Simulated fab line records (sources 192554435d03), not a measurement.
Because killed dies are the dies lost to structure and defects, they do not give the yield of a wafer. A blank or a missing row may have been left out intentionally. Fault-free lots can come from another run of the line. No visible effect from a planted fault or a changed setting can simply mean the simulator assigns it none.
Comparing a struck lot with a sound one || flow n5Finfet || 35 out of 1938 route steps
Sound: wafers L202.2, L202.4, L202.5. Wafers struck: L207.3, L207.4, L207.5. The cause is given at the end.
For every step that has rows: the tool of each side, followed by ch and its chambers, followed by its first start. Under that, the readings that differ: sound wafers || struck wafers || difference of the means || sigmas: that difference in standard deviations of wafers without a fault.
alike: words and numbers the same on both sides, and readings whose means are apart by under 2 such deviations; not compared: readings that were withheld, readings missing a value for some wafer, numbers with overlapping values and no deviation given by the record, and bounds like >300 which may hide the same value.
A row with sigmas, a row that says differs or no value, or rows on one side alone: a step with any of these is where the two part. Numbers that don't overlap but have no deviation are shown without sigmas and don't part them. A reading that every wafer of one side lacks parts them only if that side has two wafers or more.

first, 9 steps without rows for these wafers: N5_BEOL_M2_ILD_DEP_00 (deposits SiOC from DEMS/O2, target thk 79 nm, time 15.3 s); N5_BEOL_M2_PECVD_72 (deposits SiO2 from TEOS/O2, target thk 16 nm, time 18 s); N5_BEOL_M2_HM_DEP_02 (deposits TiN, target thk 20 nm); N5_BEOL_M2_COAT_61 (time 60 s, resist thk 60 nm); N5_BEOL_M2_COAT_62 (time 60 s, resist thk 12 nm); N5_BEOL_M2_COAT_73 (time 60 s, resist thk 5 nm); N5_BEOL_M2_COAT_05 (resist thk 30 nm); N5_BEOL_M2_EBR_07; N5_BEOL_M2_SOFTBAKE_06 (time 60 s).
N5_BEOL_M2_EXPOSE_08: exposes mask M2.
  sound on euvScanner-02 ch 0, day 8 11:26; struck on euvScanner-01 ch 0, day 9 03:33
{"reading": "exposureDoseMJCm2", "sound": "41.73 41.71 41.71", "struck": "42.73 42.79 42.71", "difference": "+1.03", "sigmas": "+4"}
  alike: mask, focusOffsetNm
then, 2 steps without rows for these wafers: N5_BEOL_M2_PEB_09 (peb time 60 s); N5_BEOL_M2_DEVELOP_10 (develop time 30 s).
N5_BEOL_M2_CD_MEAS_11 targets a cd of 16.79 nm.
  sound on cdSem-02 ch 0, day 8 11:33; struck on cdSem-01 ch 0, day 9 03:40
{"reading": "cdNm (nm)", "sound": "16.72 16.61 16.81", "struck": "17.50 17.57 17.62", "difference": "+0.85", "sigmas": "+3"}
then, 1 step without rows for these wafers: N5_BEOL_M2_DESCUM_16 (chemistry O2, time 7 s).
N5_BEOL_M2_ETCH_74: etches underlayer in N2/H2, target depth 6.5 nm, time 5.2 s.
  sound on rieDiel-04 ch 0,3, day 8 11:47; struck on rieDiel-02 ch 0,1,3, day 9 04:09
  alike: drypumpMotorCurrentA, etchRfOnTimeS, oesProductAu, rfVppV, showerheadPlenumPTorr, throttleValvePct
  not compared: rfHoursCounterH, model.BEOL_M2.cdOffsetNm
then, 5 steps without rows for these wafers: N5_BEOL_M2_ETCH_63 (etches SiARC in CF4, target depth 15.6 nm, time 26 s); N5_BEOL_M2_ETCH_64 (etches SOC in N2/H2, target depth 75 nm, overetch 22.5 nm, time 121.9 s); N5_BEOL_M2_STRIP_65 (strips in N2/H2); N5_BEOL_M2_STRIP_75 (strips in N2/H2); N5_BEOL_M2_STRIP_66 (strips in CF4).
N5_BEOL_M2_HM_OPEN_17: chemistry Cl2/BCl3, target TiN, target depth 20 nm, overetch 6 nm.
  sound on rieMetal-03 ch 0,1, day 8 12:01; struck on rieMetal-03 ch 0,1, day 9 04:24
{"reading": "model.BEOL_M2.cdOffsetNm (nm)", "sound": "0.4 0.4 0.2", "struck": "1 0.6 0.6", "difference": "+0", "sigmas": ""}
  alike: drypumpMotorCurrentA, oesProductAu, throttleValvePct
  not compared: rfHoursCounterH
then, 12 steps without rows for these wafers: N5_BEOL_M2_STRIP_19 (strips in O2); N5_BEOL_M2_COAT_67 (time 60 s, resist thk 60 nm); N5_BEOL_M2_COAT_68 (time 60 s, resist thk 12 nm); N5_BEOL_M2_COAT_76 (time 60 s, resist thk 5 nm); N5_BEOL_M2_COAT_22 (resist thk 30 nm); N5_BEOL_M2_EBR_24; N5_BEOL_M2_SOFTBAKE_23 (time 60 s); N5_BEOL_M2_EXPOSE_25 (exposes mask V1, defocus 5 nm); N5_BEOL_M2_PEB_26 (peb time 60 s); N5_BEOL_M2_DEVELOP_27 (develop time 30 s); N5_BEOL_M2_DESCUM_33 (chemistry O2, time 7 s); N5_BEOL_M2_ETCH_77 (etches underlayer in N2/H2, target depth 6.5 nm, time 5.2 s).
N5_BEOL_M4_RC_MEAS_101:
  sound on prober-01 ch 0, day 10 17:23; struck on prober-02 ch 0, day 10 21:20
  alike: DIBL_N, DIBL_P, IOFF_N, IOFF_P, ION_N, ION_P, SS_N, SS_P, VT_N, VT_P
-- here the record skips 5 days between the struck wafers' starts before and after, leaving off in module BEOL_M4 and picking up in module PASSIVATION (first step shown: number 1936 of the route) --
N5_PASSIVATION_PROBE_49:
  the record has rows for the struck wafers here (prober-02, day 15 15:23) and none for the sound ones

## WHERE THEY PART
At N5_BEOL_M2_EXPOSE_08 first; at N5_PASSIVATION_PROBE_49 last (within this record only).

WHY: what had been put in by the simulator
Process parameters drifting: euvScanner-01 at N5_BEOL_M2_EXPOSE_08, beginning at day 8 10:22. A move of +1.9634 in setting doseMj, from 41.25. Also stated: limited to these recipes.
